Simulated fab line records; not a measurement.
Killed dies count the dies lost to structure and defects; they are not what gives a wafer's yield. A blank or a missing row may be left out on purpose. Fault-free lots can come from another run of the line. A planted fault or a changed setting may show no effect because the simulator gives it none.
Chamber matching | flow nand-harc | NHARC_A_WL_FILL_ALD_19 on ald-metal-03: 4 sister chambers
The step deposits TiN, target thk 2 nm, pulse time 3 s, ald cycles 100. 14 wafers are shown with their chamber, then 7 later ones without.

WAFERS PAIRED WITH THEIR CHAMBERS
wafer  | chamber | heater-power-w (W) | precursor-pulse-height-rel
L075.4 | 0       | 1057               | 0.996
L075.5 | 1       | 1150               | 1.005
L075.6 | 3       | 1019               | 1.020
L077.1 | 1       | 1146               | 1.016
L077.3 | 0       | 1086               | 0.981
L077.5 | 1       | 1124               | 0.990
L080.4 | 2       | 951                | 1.010
L080.5 | 3       | 1003               | 1.003
L080.6 | 0       | 1078               | 0.985
L087.1 | 1       | 1127               | 1.038
L087.2 | 3       | 946                | 1.017
L087.4 | 0       | 1064               | 1.018
L088.2 | 1       | 1159               | 0.985
L088.5 | 1       | 1148               | 1.021

SIGNATURES (averages over the wafers above)
reading                    | chamber 0 | chamber 1 | chamber 2 | chamber 3 | scatter within a chamber
heater-power-w             | 1071.25   | 1142.33   | 951.00    | 989.33    | 21
precursor-pulse-height-rel | 0.99500   | 1.00917   | 1.01000   | 1.01333   | 0.0173
Rule: a wafer's distance from a chamber is the root of the sum, over the readings, of the square of ((its reading less the chamber's mean) divided by the reading's scatter). The wafer belongs to the nearest chamber; if the next one is less than 2 further off, it can't be placed. How the scatter is found: for the shown wafers, subtract from each reading the mean of its chamber, square and add these, divide the total by (wafers less chambers), then take the root.

WAFERS WHOSE CHAMBER IS MISSING
wafer  | heater-power-w (W) | precursor-pulse-height-rel
L088.6 | 1003               | 0.978
L092.1 | 1153               | 0.990
L092.2 | 1081               | 0.995
L092.3 | 944                | 1.004
L095.1 | 1105               | 0.980
L095.2 | 984                | 1.005
L095.6 | 1137               | 0.987

EACH ONE'S CHAMBER
wafer  | from the rows above          | in truth
L088.6 | can't be placed: 3 or 2 or 0 | 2
L092.1 | 1                            | 1
L092.2 | 0                            | 0
L092.3 | can't be placed: 2 or 3      | 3
L095.1 | can't be placed: 0 or 1      | 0
L095.2 | can't be placed: 3 or 2      | 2
L095.6 | can't be placed: 1 or 0      | 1
Correctly placed: 2 of 7. Cannot be placed on the basis of these rows: 5; the candidates contain the true chamber in 5. Number placed wrongly: 0.
